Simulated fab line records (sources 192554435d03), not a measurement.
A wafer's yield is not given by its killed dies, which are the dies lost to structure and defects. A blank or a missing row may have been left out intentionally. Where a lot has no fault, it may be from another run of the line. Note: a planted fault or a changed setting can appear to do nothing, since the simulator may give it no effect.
fab line records | flow n5-finfet | part 1 of 2: steps 1 to 15 of 16
[record] lots = 7 | wafers = 19 | last-day = 17
route steps=1938 shown BEOL_M4@1052 PASSIVATION@1936
lots untouched by any fault: they come from a run of this same line in which no faults occurred
start-h: hours from the record's opening day to when the first of the lot's shown wafers began | wait-h: time in hours since the lot's previous step | " repeats the value in the row above | L1.1+2: a row that stands for several wafers | - no value present, or no start provided | * or withheld: withheld | < > ~ a bound
route shown NAME@n: NAME is a module with steps in the file, n the number in the route of the first one | usual: mean and standard deviation over wafers with no fault | same: alike in all rows | chamber/n: place in a boat | sites: per-site readings | _std_site: their standard deviation | _edge_site: inner sites' mean taken away from outer sites' mean | radius-mm: for every site, how far away it sits from the centre of the wafer | mask NAME#n: copy n | behind: the tool/chamber that last shaped the wafer | hold: the reason the lot was held/the length of the hold in hours/how it ended | device: the n, p or np transistor that did not switch | end of line: the same wafers' tests at the end of the route | a step without rows: its recipe alone | killed: dies lost to structure and defects at the first sort, not the wafer's yield | map: dies across one wafer; x = killed, . = not, _ = none there
set.NAME: the setting as run; set.NAME@STEP: as run at that earlier step | model.NAME: the simulator's own value behind a step, which no gauge read
lots at selected steps of the route; one table per step, one row per wafer
services: the hour from which a tool's chamber was out of use, counted from the record's first day as start-h (under 0 if before that day), plus the number of hours and why
[[steps]]
[step N5_BEOL_M4_SOFTBAKE_23]
[recipe] temp-c = 110 | time-s = 60 | resist = CAR-EUV
[step N5_BEOL_M4_EXPOSE_25]
[recipe] mask-id = V3 | na = 0.33 | source-shape = quasar | sigma-inner = 0.2 | sigma-outer = 0.8 | polarization = unpolarized | defocus-nm = 5 | dose-mj = 63
[step N5_BEOL_M4_PEB_26]
[recipe] peb-temp-c = 100 | peb-time-s = 60 | resist = CAR-EUV
[step N5_BEOL_M4_DEVELOP_27]
[recipe] develop-time-s = 30 | developer = TMAH | resist = CAR-EUV | rinse-liquid = surfactant-rinse | dry = air-spin | dev-temp-c = 23
[step N5_BEOL_M4_CD_MEAS_28]
[recipe] target-cd-nm = 26.2 | landing-energy-ev = 500 | detector = se-inlens | target-cd-y-nm = 24.1 | polarity = opening
[usual] cd-nm = 26.17/0.23
lot.wafer | tool      | chamber | start-h | wait-h | cd-nm
L784.1    | cd-sem-01 | 0       | 171.73  | -      | 26.62
L784.3    | "         | 0       | "       | "      | 26.42
L784.6    | "         | 0       | "       | "      | 26.40
L785.2    | cd-sem-01 | 0       | 178.06  | -      | 26.30
L785.3    | "         | 0       | "       | "      | 26.16
L785.5    | "         | 0       | "       | "      | 26.47
L797.1    | cd-sem-03 | 0       | 251.72  | -      | 26.12
L797.2    | "         | 0       | "       | "      | 26.30
L797.6    | "         | 0       | "       | "      | 26.23
L799.2    | cd-sem-03 | 0       | 260.19  | -      | 26.09
L799.5    | "         | 0       | "       | "      | 26.58
L800.4    | cd-sem-02 | 0       | 267.30  | -      | 25.74
L800.5    | "         | 0       | "       | "      | 26.31
L800.6    | "         | 0       | "       | "      | 25.91
L801.2    | cd-sem-02 | 0       | 272.07  | -      | 26.33
L801.4    | "         | 0       | "       | "      | 26.07
L802.2    | cd-sem-01 | 0       | 279.80  | -      | 26.19
L802.3    | "         | 0       | "       | "      | 26.05
L802.5    | "         | 0       | "       | "      | 26.29
[step N5_BEOL_M4_OVL_MEAS_29]
[recipe] points-per-wafer = 522
[usual] V3_OVL = 0.4/0.63
lot.wafer | tool       | chamber | start-h | wait-h | V3_OVL[nm]
L784.1    | overlay-01 | 0       | 171.76  | 0.0    | 0.8
L784.3    | "          | 0       | "       | "      | 0.8
L784.6    | "          | 0       | "       | "      | 0.3
L785.2    | overlay-01 | 0       | 178.10  | 0.0    | 0.2
L785.3    | "          | 0       | "       | "      | 0.7
L785.5    | "          | 0       | "       | "      | 0.4
L797.1    | overlay-02 | 0       | 251.75  | 0.0    | -0.8
L797.2    | "          | 0       | "       | "      | -0.6
L797.6    | "          | 0       | "       | "      | -0.6
L799.2    | overlay-02 | 0       | 260.23  | 0.0    | 0.8
L799.5    | "          | 0       | "       | "      | 0.2
L800.4    | overlay-01 | 0       | 267.35  | 0.0    | 0.8
L800.5    | "          | 0       | "       | "      | 0.4
L800.6    | "          | 0       | "       | "      | 0.2
L801.2    | overlay-02 | 0       | 272.11  | 0.0    | -0.1
L801.4    | "          | 0       | "       | "      | 0.6
L802.2    | overlay-02 | 0       | 279.83  | 0.0    | 1.7
L802.3    | "          | 0       | "       | "      | 1.2
L802.5    | "          | 0       | "       | "      | 0.9
[step N5_BEOL_M4_INSPECT_30]
[recipe] mode = adi | inspect-instrument = brightfield
[usual] raw-defect-count = 402/94
lot.wafer | tool              | chamber | start-h | wait-h | raw-defect-count
L784.1    | defect-inspect-02 | -       | 171.82  | 0.1    | 530
L784.3    | "                 | -       | "       | "      | 606
L784.6    | "                 | -       | "       | "      | 515
L785.2    | defect-inspect-01 | -       | 178.15  | 0.0    | 346
L785.3    | "                 | -       | "       | "      | 368
L785.5    | "                 | -       | "       | "      | 408
L797.1    | defect-inspect-02 | -       | 251.81  | 0.1    | 399
L797.2    | "                 | -       | "       | "      | 528
L797.6    | "                 | -       | "       | "      | 479
L799.2    | defect-inspect-02 | -       | 260.28  | 0.0    | 285
L799.5    | "                 | -       | "       | "      | 376
L800.4    | defect-inspect-01 | -       | 267.39  | 0.0    | 456
L800.5    | "                 | -       | "       | "      | 374
L800.6    | "                 | -       | "       | "      | 325
L801.2    | defect-inspect-01 | -       | 272.16  | 0.0    | 471
L801.4    | "                 | -       | "       | "      | 407
L802.2    | defect-inspect-01 | -       | 279.88  | 0.0    | 346
L802.3    | "                 | -       | "       | "      | 268
L802.5    | "                 | -       | "       | "      | 367
[step N5_BEOL_M4_DESCUM_33]
[recipe] chemistry = O2 | time-s = 7 | source-power-w = 50 | bias-power-w = 20 | pressure-mtorr = 20 | rf-frequency-hz = 2.712e+07 | temp-c = 40 | resist = CAR-EUV | o2-flow-sccm = 225
[usual] drypump-motor-current-A = 5.9/0.46 | oes-product-au = 0.80/0.074 | rf-fwd-power-W = 49.37/0.26 | rf-vpp-V = 243.8/1.3 | showerhead-plenum-p-Torr = 2.14/0.067 | temp-c = 40.01/0.11 | throttle-valve-pct = 20.4/0.36
lot.wafer | tool        | chamber | start-h | wait-h | drypump-motor-current-A | oes-product-au | rf-fwd-power-W | rf-hours-counter-h | rf-vpp-V | showerhead-plenum-p-Torr | temp-c | throttle-valve-pct
L784.1    | rie-diel-05 | 3       | 172.67  | 0.9    | 5.8                     | 0.71           | 49.29          | 216                | 245.5    | 2.16                     | 40.02  | 20.0
L784.3    | "           | 2       | "       | "      | 5.4                     | 0.84           | 49.57          | 73                 | 242.6    | 2.02                     | 39.93  | 20.0
L784.6    | "           | 2       | "       | "      | 5.4                     | 0.83           | 49.50          | -                  | 242.1    | 2.02                     | 39.78  | 20.0
L785.2    | rie-diel-06 | 1       | 178.19  | 0.0    | 6.5                     | 0.86           | 48.99          | 48                 | 243.8    | 2.20                     | 40.06  | 20.2
L785.3    | "           | 0       | "       | "      | 6.3                     | 0.72           | 49.22          | 201                | 243.9    | 2.17                     | 39.81  | 20.7
L785.5    | "           | 1       | "       | "      | 6.5                     | 0.86           | 49.39          | -                  | 246.1    | 2.20                     | 40.11  | 20.2
L797.1    | rie-diel-06 | 3       | 251.96  | 0.2    | 5.0                     | 0.73           | 49.28          | 197                | 244.7    | 2.15                     | 39.94  | 20.3
L797.2    | "           | 2       | "       | "      | 5.9                     | 0.93           | 49.33          | 23                 | 241.2    | 2.04                     | 40.06  | 20.0
L797.6    | "           | 2       | "       | "      | 5.9                     | 0.93           | 48.80          | -                  | 243.4    | 2.04                     | 39.89  | 20.0
L799.2    | rie-diel-05 | 2       | 260.32  | 0.0    | 5.4                     | 0.80           | 49.57          | 104                | 242.2    | 2.01                     | 40.19  | 20.1
L799.5    | "           | 1       | "       | "      | 5.8                     | 0.72           | 48.99          | -                  | 244.1    | 2.20                     | 40.15  | 21.1
L800.4    | rie-diel-06 | 0       | 267.42  | 0.0    | 6.3                     | 0.69           | 49.36          | 230                | 243.4    | 2.16                     | 40.12  | 20.8
L800.5    | "           | 1       | "       | "      | 6.5                     | 0.82           | 49.37          | -                  | 245.2    | 2.19                     | 40.10  | 20.2
L800.6    | "           | 2       | "       | "      | 5.9                     | 0.92           | 48.98          | -                  | 242.4    | 2.03                     | 40.07  | 20.0
L801.2    | rie-diel-05 | 1       | 273.14  | 1.0    | 5.8                     | 0.72           | 49.12          | 183                | 243.0    | 2.19                     | 39.97  | 21.1
L801.4    | "           | 0       | "       | "      | 6.2                     | 0.84           | 49.29          | 68                 | 244.4    | 2.22                     | 40.03  | 20.2
L802.2    | rie-diel-06 | 2       | 279.92  | 0.0    | 5.9                     | 0.90           | 49.12          | 37                 | 243.4    | 2.03                     | 40.01  | 20.0
L802.3    | "           | 1       | "       | "      | 6.5                     | 0.81           | 49.72          | 85                 | 243.5    | 2.19                     | 39.89  | 20.3
L802.5    | "           | 3       | "       | "      | 5.0                     | 0.73           | 49.64          | -                  | 244.8    | 2.14                     | 39.94  | 20.3
[step N5_BEOL_M4_ETCH_77]
[recipe] chemistry = N2/H2 | target = underlayer | target-depth-a = 65 | mask-material = CAR-EUV | time-s = 5.2 | ion-energy-ev = 200 | pressure-mtorr = 30 | source-w = 840 | bias-w = 150 | n2-flow-sccm = 200 | h2-flow-sccm = 200 | ends = cleared
[usual] drypump-motor-current-A = 5.9/0.46 | etch-rf-on-time-s = 5.17/0.13 | oes-product-au = 0.68/0.063 | rf-fwd-power-W = 818.8/2.5 | rf-vpp-V = 525.4/2.3 | showerhead-plenum-p-Torr = 2.59/0.087 | throttle-valve-pct = 17.7/0.31
lot.wafer | tool        | chamber | start-h | wait-h | drypump-motor-current-A | etch-rf-on-time-s | oes-product-au | rf-fwd-power-W | rf-hours-counter-h | rf-vpp-V | showerhead-plenum-p-Torr | throttle-valve-pct
L784.1    | rie-diel-05 | 3       | 172.71  | 0.0    | 5.8                     | 5.22              | 0.60           | 815.9          | 216                | 525.7    | 2.60                     | 17.3
L784.3    | "           | 2       | "       | "      | 5.4                     | 5.03              | 0.72           | 820.2          | 73                 | 522.3    | 2.48                     | 17.5
L784.6    | "           | 2       | "       | "      | 5.5                     | 5.06              | 0.73           | 821.2          | -                  | 521.6    | 2.48                     | 17.5
L785.2    | rie-diel-06 | 1       | 178.22  | 0.0    | 6.5                     | 4.92              | 0.74           | 817.1          | 48                 | 529.6    | 2.68                     | 17.6
L785.3    | "           | 0       | "       | "      | 6.3                     | 5.24              | 0.61           | 817.0          | 201                | 527.6    | 2.64                     | 18.2
L785.5    | "           | 1       | "       | "      | 6.5                     | 4.98              | 0.74           | 822.6          | -                  | 528.7    | 2.68                     | 17.6
L797.1    | rie-diel-06 | 3       | 252.00  | 0.0    | 5.0                     | 5.16              | 0.62           | 823.4          | 197                | 525.8    | 2.65                     | 18.0
L797.2    | "           | 2       | "       | "      | 5.9                     | 5.13              | 0.76           | 818.4          | 23                 | 519.8    | 2.46                     | 17.2
L797.6    | "           | 2       | "       | "      | 5.9                     | 5.12              | 0.79           | 821.9          | -                  | 522.3    | 2.46                     | 17.3
L799.2    | rie-diel-05 | 2       | 260.35  | 0.0    | 5.4                     | 5.13              | 0.68           | 821.8          | 104                | 522.6    | 2.46                     | 17.6
L799.5    | "           | 1       | "       | "      | 5.8                     | 5.09              | 0.62           | 820.5          | -                  | 527.2    | 2.64                     | 18.4
L800.4    | rie-diel-06 | 0       | 267.46  | 0.0    | 6.4                     | 5.27              | 0.60           | 817.9          | 230                | 524.3    | 2.62                     | 18.3
L800.5    | "           | 1       | "       | "      | 6.5                     | 5.00              | 0.70           | 821.4          | -                  | 526.4    | 2.67                     | 17.6
L800.6    | "           | 2       | "       | "      | 5.9                     | 5.22              | 0.76           | 815.5          | -                  | 523.7    | 2.46                     | 17.3
L801.2    | rie-diel-05 | 1       | 273.17  | 0.0    | 5.8                     | 5.11              | 0.62           | 823.7          | 183                | 526.2    | 2.64                     | 18.3
L801.4    | "           | 0       | "       | "      | 6.2                     | 5.26              | 0.70           | 825.2          | 68                 | 528.0    | 2.65                     | 17.4
L802.2    | rie-diel-06 | 2       | 279.95  | 0.0    | 5.9                     | 5.16              | 0.76           | 817.1          | 37                 | 520.7    | 2.45                     | 17.3
L802.3    | "           | 1       | "       | "      | 6.5                     | 4.96              | 0.69           | 818.3          | 85                 | 527.3    | 2.66                     | 17.7
L802.5    | "           | 3       | "       | "      | 5.0                     | 5.17              | 0.61           | 820.6          | -                  | 526.2    | 2.64                     | 18.1
[step N5_BEOL_M4_ETCH_69]
[recipe] chemistry = CF4 | target = SiARC | target-depth-a = 156 | mask-material = CAR-EUV | time-s = 26 | ion-energy-ev = 80 | pressure-mtorr = 40 | source-w = 545 | bias-w = 36 | Ar_flow_sccm = 100 | cf4-flow-sccm = 100 | ends = cleared
[usual] drypump-motor-current-A = 5.9/0.46 | etch-rf-on-time-s = 25.9/0.65 | oes-product-au = 0.68/0.064 | rf-fwd-power-W = 532.5/2.2 | rf-vpp-V = 184.6/1.2 | showerhead-plenum-p-Torr = 2.18/0.058 | throttle-valve-pct = 15.53/0.22
lot.wafer | tool        | chamber | start-h | wait-h | drypump-motor-current-A | etch-rf-on-time-s | oes-product-au | rf-fwd-power-W | rf-hours-counter-h | rf-vpp-V | showerhead-plenum-p-Torr | throttle-valve-pct
L784.1    | rie-diel-05 | 3       | 172.73  | 0.0    | 5.8                     | 26.1              | 0.61           | 533.0          | 216                | 183.4    | 2.20                     | 15.35
L784.3    | "           | 2       | "       | "      | 5.5                     | 25.2              | 0.72           | 535.2          | 73                 | 183.2    | 2.10                     | 15.42
L784.6    | "           | 2       | "       | "      | 5.4                     | 25.0              | 0.73           | 533.0          | -                  | 183.0    | 2.10                     | 15.42
L785.2    | rie-diel-06 | 1       | 178.24  | 0.0    | 6.5                     | 24.3              | 0.74           | 530.0          | 48                 | 186.6    | 2.26                     | 15.46
L785.3    | "           | 0       | "       | "      | 6.3                     | 26.5              | 0.61           | 535.9          | 201                | 184.6    | 2.20                     | 15.83
L785.5    | "           | 1       | "       | "      | 6.5                     | 24.2              | 0.74           | 531.8          | -                  | 185.5    | 2.26                     | 15.47
L797.1    | rie-diel-06 | 3       | 252.01  | 0.0    | 5.0                     | 25.7              | 0.63           | 532.5          | 197                | 184.4    | 2.19                     | 15.49
L797.2    | "           | 2       | "       | "      | 5.9                     | 25.9              | 0.78           | 530.5          | 23                 | 184.6    | 2.12                     | 15.37
L797.6    | "           | 2       | "       | "      | 5.9                     | 25.9              | 0.78           | 531.5          | -                  | 182.5    | 2.12                     | 15.37
L799.2    | rie-diel-05 | 2       | 260.37  | 0.0    | 5.4                     | 25.9              | 0.68           | 537.1          | 104                | 182.4    | 2.09                     | 15.48
L799.5    | "           | 1       | "       | "      | 5.8                     | 25.9              | 0.62           | 531.0          | -                  | 185.6    | 2.22                     | 16.05
L800.4    | rie-diel-06 | 0       | 267.47  | 0.0    | 6.4                     | 26.5              | 0.59           | 530.6          | 230                | 185.0    | 2.19                     | 15.87
L800.5    | "           | 1       | "       | "      | 6.5                     | 24.5              | 0.70           | 532.5          | -                  | 185.5    | 2.25                     | 15.50
L800.6    | "           | 2       | "       | "      | 5.9                     | 25.4              | 0.78           | 532.2          | -                  | 183.2    | 2.12                     | 15.39
L801.2    | rie-diel-05 | 1       | 273.19  | 0.0    | 5.8                     | 25.8              | 0.62           | 528.1          | 183                | 183.4    | 2.21                     | 16.08
L801.4    | "           | 0       | "       | "      | 6.2                     | 26.1              | 0.71           | 528.1          | 68                 | 183.9    | 2.25                     | 15.31
L802.2    | rie-diel-06 | 2       | 279.97  | 0.0    | 5.9                     | 25.9              | 0.75           | 532.2          | 37                 | 183.9    | 2.12                     | 15.42
L802.3    | "           | 1       | "       | "      | 6.5                     | 24.6              | 0.70           | 529.8          | 85                 | 183.2    | 2.25                     | 15.52
L802.5    | "           | 3       | "       | "      | 5.1                     | 25.9              | 0.61           | 529.2          | -                  | 185.1    | 2.19                     | 15.52
[step N5_BEOL_M4_ALD_98]
[recipe] material = SiO2 | target-thk-a = 25 | temp-c = 100 | ald-precursor-family = BDEAS | ald-co-reactant = O2-plasma | pulse-time-s = 1 | co-reactant-pulse-time-s = 1 | purge-time-s = 2 | co-reactant-purge-time-s = 2 | ald-cycles = 17 | pressure-torr = 2
[usual] heater-power-outer-w = 41/4.8 | heater-power-w = 79/7.7 | precursor-pulse-height-rel = 0.999/0.021
[same] co-reactant-purge-time-s = 2
lot.wafer | tool       | chamber | start-h | wait-h | heater-power-outer-w | heater-power-w | precursor-pulse-height-rel
L784.1    | ald-sin-03 | 1       | 172.99  | 0.2    | 47                   | 87             | 0.982
L784.3    | "          | 3       | "       | "      | 44                   | 79             | 1.005
L784.6    | "          | 3       | "       | "      | 44                   | 81             | 0.937
L785.2    | ald-sin-02 | 0       | 178.34  | 0.1    | 45                   | 83             | 0.978
L785.3    | "          | 1       | "       | "      | 35                   | 68             | 0.982
L785.5    | "          | 1       | "       | "      | 37                   | 71             | 0.995
L797.1    | ald-sin-02 | 3       | 252.10  | 0.1    | 46                   | 81             | 1.019
L797.2    | "          | 0       | "       | "      | 46                   | 86             | 1.017
L797.6    | "          | 3       | "       | "      | 45                   | 81             | 1.007
L799.2    | ald-sin-04 | 3       | 260.45  | 0.1    | 41                   | 79             | 0.982
L799.5    | "          | 2       | "       | "      | 30                   | 66             | 0.981
L800.4    | ald-sin-03 | 2       | 267.62  | 0.1    | 34                   | 63             | 1.007
L800.5    | "          | 0       | "       | "      | 44                   | 83             | 0.981
L800.6    | "          | 3       | "       | "      | 43                   | 79             | 0.992
L801.2    | ald-sin-04 | 3       | 273.71  | 0.5    | 41                   | 79             | 1.042
L801.4    | "          | 0       | "       | "      | 44                   | 84             | 0.969
L802.2    | ald-sin-04 | 0       | 280.26  | 0.3    | 44                   | 85             | 1.014
L802.3    | "          | 2       | "       | "      | 30                   | 66             | 0.992
L802.5    | "          | 1       | "       | "      | 40                   | 77             | 1.033
[step N5_BEOL_M4_ETCHBACK_99]
[recipe] chemistry = CHF3 | target = SiO2 | target-depth-a = 50 | time-s = 10.4 | source-w = 215 | bias-w = 47 | Ar_flow_sccm = 200 | CHF3_flow_sccm = 12 | ion-energy-ev = 100 | pressure-mtorr = 30
[usual] CHF3_flow_sccm = 12.00/0.038 | drypump-motor-current-A = 5.9/0.46 | oes-product-au = 0.79/0.071 | rf-fwd-power-W = 212.4/1.1 | rf-vpp-V = 242/4.1 | showerhead-plenum-p-Torr = 2.20/0.067 | throttle-valve-pct = 17.0/0.32
lot.wafer | tool        | chamber | start-h | wait-h | CHF3_flow_sccm | drypump-motor-current-A | oes-product-au | rf-fwd-power-W | rf-hours-counter-h | rf-vpp-V | showerhead-plenum-p-Torr | throttle-valve-pct
L784.1    | rie-diel-05 | 2       | 175.86  | 2.8    | 12.00          | 5.4                     | 0.85           | 213.2          | 73                 | 244      | 2.09                     | 16.8
L784.3    | "           | 1       | "       | "      | 11.96          | 5.8                     | 0.76           | 211.0          | 146                | 243      | 2.26                     | 17.6
L784.6    | "           | 2       | "       | "      | 11.97          | 5.5                     | 0.84           | 213.2          | -                  | 243      | 2.09                     | 16.8
L785.2    | rie-diel-06 | 2       | 181.67  | 3.3    | 11.94          | 5.9                     | 0.98           | 211.1          | 2                  | 241      | 2.12                     | 16.7
L785.3    | "           | 1       | "       | "      | 11.95          | 6.4                     | 0.86           | 212.4          | 50                 | 236      | 2.28                     | 16.9
L785.5    | "           | 3       | "       | "      | 11.98          | 5.0                     | 0.75           | 212.5          | -                  | 244      | 2.23                     | 17.0
L797.1    | rie-diel-06 | 2       | 262.16  | 10.0   | 12.04          | 5.9                     | 0.90           | 210.8          | 28                 | 241      | 2.11                     | 16.8
L797.2    | "           | 1       | "       | "      | 12.00          | 6.5                     | 0.82           | 210.6          | 76                 | 235      | 2.27                     | 17.0
L797.6    | "           | 1       | "       | "      | 12.02          | 6.5                     | 0.81           | 211.6          | -                  | 236      | 2.27                     | 17.0
L799.2    | rie-diel-05 | 0       | 263.26  | 2.8    | 11.96          | 6.2                     | 0.83           | 211.1          | 63                 | 239      | 2.26                     | 16.7
L799.5    | "           | 2       | "       | "      | 12.01          | 5.4                     | 0.80           | 214.3          | -                  | 243      | 2.08                     | 16.8
L800.4    | rie-diel-04 | 3       | 268.83  | 1.2    | 12.00          | 6.3                     | 0.80           | 213.8          | 110                | 241      | 2.16                     | 16.8
L800.5    | "           | 3       | "       | "      | 12.03          | 6.3                     | 0.80           | 213.2          | -                  | 243      | 2.16                     | 16.8
L800.6    | "           | 2       | "       | "      | 11.98          | 6.3                     | 0.78           | 213.0          | -                  | 242      | 2.26                     | 17.2
L801.2    | rie-diel-05 | 2       | 281.97  | 8.2    | 12.04          | 5.4                     | 0.79           | 213.3          | 113                | 246      | 2.08                     | 16.8
L801.4    | "           | 3       | "       | "      | 12.01          | 5.9                     | 0.69           | 213.2          | 245                | 241      | 2.20                     | 16.8
L802.2    | rie-diel-05 | 3       | 287.90  | 7.6    | 11.99          | 5.8                     | 0.69           | 213.2          | 247                | 241      | 2.19                     | 16.8
L802.3    | "           | 0       | "       | "      | 11.95          | 6.2                     | 0.82           | 210.2          | 73                 | 238      | 2.25                     | 16.7
L802.5    | "           | 0       | "       | "      | 12.00          | 6.2                     | 0.82           | 210.9          | -                  | 240      | 2.25                     | 16.7
[step N5_BEOL_M4_ETCH_70]
[recipe] chemistry = N2/H2 | target = SOC | target-depth-a = 800 | overetch-a = 240 | mask-material = SiARC | temp-c = 40 | time-s = 130 | ion-energy-ev = 200 | pressure-mtorr = 30 | source-w = 840 | bias-w = 150 | n2-flow-sccm = 200 | h2-flow-sccm = 200
[usual] drypump-motor-current-A = 5.9/0.46 | oes-product-au = 0.58/0.051 | rf-fwd-power-W = 835/3.2 | rf-vpp-V = 525.4/2.2 | showerhead-plenum-p-Torr = 2.59/0.085 | temp-c = 40.00/0.1 | throttle-valve-pct = 17.7/0.35
lot.wafer | tool        | chamber | start-h | wait-h | drypump-motor-current-A | oes-product-au | rf-fwd-power-W | rf-hours-counter-h | rf-vpp-V | showerhead-plenum-p-Torr | temp-c | throttle-valve-pct | model.SiARC_of_BEOL_M4_COAT_68.thk-nm
L784.1    | rie-diel-05 | 2       | 175.90  | 0.0    | 5.4                     | 0.61           | 841            | 73                 | 521.9    | 2.48                     | 40.02  | 17.5               | 5.6
L784.3    | "           | 1       | "       | "      | 5.9                     | 0.55           | 834            | 146                | 526.9    | 2.65                     | 40.20  | 18.2               | 5.8
L784.6    | "           | 2       | "       | "      | 5.4                     | 0.61           | 832            | -                  | 521.5    | 2.48                     | 39.90  | 17.5               | 5.6
L785.2    | rie-diel-06 | 2       | 181.70  | 0.0    | 5.9                     | 0.71           | 835            | 2                  | 523.2    | 2.47                     | 40.09  | 17.2               | 5.8
L785.3    | "           | 1       | "       | "      | 6.5                     | 0.62           | 838            | 50                 | 527.6    | 2.68                     | 39.89  | 17.6               | 5.6
L785.5    | "           | 3       | "       | "      | 5.0                     | 0.55           | 831            | -                  | 526.2    | 2.66                     | 40.02  | 17.9               | 5.8
L797.1    | rie-diel-06 | 2       | 262.19  | 0.0    | 5.9                     | 0.66           | 834            | 28                 | 522.0    | 2.46                     | 40.06  | 17.2               | 6
L797.2    | "           | 1       | "       | "      | 6.5                     | 0.59           | 836            | 76                 | 527.9    | 2.67                     | 39.69  | 17.6               | 5.6
L797.6    | "           | 1       | "       | "      | 6.5                     | 0.59           | 832            | -                  | 526.0    | 2.67                     | 39.84  | 17.6               | 5.6
L799.2    | rie-diel-05 | 0       | 263.30  | 0.0    | 6.2                     | 0.62           | 834            | 63                 | 527.3    | 2.66                     | 40.14  | 17.3               | 7.8
L799.5    | "           | 2       | "       | "      | 5.4                     | 0.58           | 838            | -                  | 521.8    | 2.46                     | 39.81  | 17.5               | 7.4
L800.4    | rie-diel-04 | 3       | 268.87  | 0.0    | 6.3                     | 0.58           | 835            | 110                | 524.1    | 2.58                     | 39.90  | 17.8               | 5.8
L800.5    | "           | 3       | "       | "      | 6.3                     | 0.58           | 834            | -                  | 524.3    | 2.58                     | 39.97  | 17.7               | 5.8
L800.6    | "           | 2       | "       | "      | 6.3                     | 0.57           | 837            | -                  | 526.6    | 2.69                     | 39.95  | 18.0               | 5.8
L801.2    | rie-diel-05 | 2       | 282.01  | 0.0    | 5.4                     | 0.58           | 840            | 113                | 521.0    | 2.46                     | 40.10  | 17.5               | 7.6
L801.4    | "           | 3       | "       | "      | 5.8                     | 0.52           | 836            | 245                | 526.4    | 2.58                     | 39.88  | 17.3               | 6
L802.2    | rie-diel-05 | 3       | 287.93  | 0.0    | 5.9                     | 0.51           | 838            | 247                | 525.1    | 2.58                     | 39.96  | 17.3               | 7.8
L802.3    | "           | 0       | "       | "      | 6.3                     | 0.60           | 839            | 73                 | 527.7    | 2.65                     | 40.14  | 17.3               | 6
L802.5    | "           | 0       | "       | "      | 6.3                     | 0.61           | 839            | -                  | 527.7    | 2.65                     | 40.04  | 17.3               | 7.8
[step N5_BEOL_M4_STRIP_71]
[recipe] chemistry = N2/H2 | temp-c = 40 | n2-flow-sccm = 200 | h2-flow-sccm = 200 | rf-frequency-hz = 6e+07
[step N5_BEOL_M4_RC_MEAS_101]
[usual] DIBL_N = 35.3/2.5 | DIBL_P = 35/3.3 | IOFF_N = 0.15/0.049 | IOFF_P = 0.20/0.056 | ION_N = 673/16 | ION_P = 462/10 | SS_N = 71.2/0.85 | SS_P = 73.0/0.97 | VT_N = 252/4.9 | VT_P = -251/5
lot.wafer | tool      | chamber | start-h | wait-h | DIBL_N[mV/V] | DIBL_P[mV/V] | IOFF_N[nA/um] | IOFF_P[nA/um] | ION_N[uA/um] | ION_P[uA/um] | SS_N[mV/dec] | SS_P[mV/dec] | VT_N[mV] | VT_P[mV]
L784.1    | prober-02 | 0       | 180.48  | 0.0    | 34.5         | 34           | 0.13          | 0.19          | 666          | 461          | 71.4         | 72.6         | 251      | -249
L784.3    | "         | 0       | "       | "      | 36.7         | 37           | 0.18          | 0.25          | 682          | 466          | 72.3         | 73.7         | 248      | -243
L784.6    | "         | 0       | "       | "      | 35.7         | 35           | 0.16          | 0.20          | 676          | 458          | 71.8         | 72.7         | 249      | -250
L785.2    | prober-02 | 0       | 186.23  | 0.2    | 36.3         | 38           | 0.17          | 0.20          | 682          | 460          | 71.3         | 73.5         | 250      | -253
L785.3    | "         | 0       | "       | "      | 39.1         | 41           | 0.22          | 0.24          | 684          | 458          | 73.2         | 73.9         | 250      | -250
L785.5    | "         | 0       | "       | "      | 38.1         | 40           | 0.19          | 0.21          | 678          | 460          | 72.3         | 73.4         | 245      | -252
L797.1    | prober-02 | 0       | 267.52  | 0.0    | 42.3         | 44           | 0.34          | 0.37          | 707          | 477          | 73.0         | 75.4         | 240      | -241
L797.2    | "         | 0       | "       | "      | 37.7         | 40           | 0.22          | 0.26          | 684          | 466          | 71.8         | 74.4         | 245      | -248
L797.6    | "         | 0       | "       | "      | 35.5         | 37           | 0.17          | 0.21          | 680          | 463          | 72.0         | 73.5         | 249      | -251
L799.2    | prober-01 | 0       | 268.08  | 0.2    | 37.0         | 37           | 0.17          | 0.27          | 677          | 475          | 72.1         | 74.0         | 249      | -241
L799.5    | "         | 0       | "       | "      | 38.4         | 39           | 0.20          | 0.29          | 689          | 473          | 72.2         | 74.5         | 245      | -242
L800.4    | prober-02 | 0       | 273.86  | 0.5    | 37.1         | 37           | 0.19          | 0.25          | 704          | 472          | 71.4         | 73.5         | 244      | -248
L800.5    | "         | 0       | "       | "      | 37.2         | 37           | 0.18          | 0.24          | 686          | 464          | 71.6         | 74.3         | 246      | -249
L800.6    | "         | 0       | "       | "      | 33.3         | 33           | 0.11          | 0.20          | 670          | 463          | 70.8         | 72.5         | 254      | -249
L801.2    | prober-01 | 0       | 287.91  | 0.5    | 36.9         | 38           | 0.19          | 0.24          | 683          | 465          | 71.4         | 73.2         | 245      | -251
L801.4    | "         | 0       | "       | "      | 36.2         | 38           | 0.18          | 0.22          | 678          | 463          | 70.9         | 73.9         | 248      | -250
L802.2    | prober-01 | 0       | 292.51  | 0.2    | 32.2         | 31           | 0.09          | 0.13          | 644          | 448          | 70.0         | 70.9         | 258      | -256
L802.3    | "         | 0       | "       | "      | 36.0         | 36           | 0.14          | 0.20          | 664          | 459          | 70.9         | 73.6         | 253      | -252
L802.5    | "         | 0       | "       | "      | 35.9         | 37           | 0.14          | 0.19          | 663          | 458          | 70.8         | 72.9         | 252      | -252
[[key]]
first-sign none at tools or gauges
[model-effect] step = N5_BEOL_M4_ETCH_70 | value = SiARC_of_BEOL_M4_COAT_68.thk-nm | without = 5.84 | struck = 7.68
met-at N5_BEOL_M4_ETCH_70
struck-wafers L799.2,L799.5,L801.2,L802.2,L802.5
onset-between 175.90 263.30
[fault] kind = process-parameter-drift | tool = rie-diel-05 | chamber = - | onset-h = 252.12 | steps = N5_BEOL_M4_ETCH_70 | channel = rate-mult | offset = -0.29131 | shape = step | end-h = 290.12 | scope = struck-wafers-only
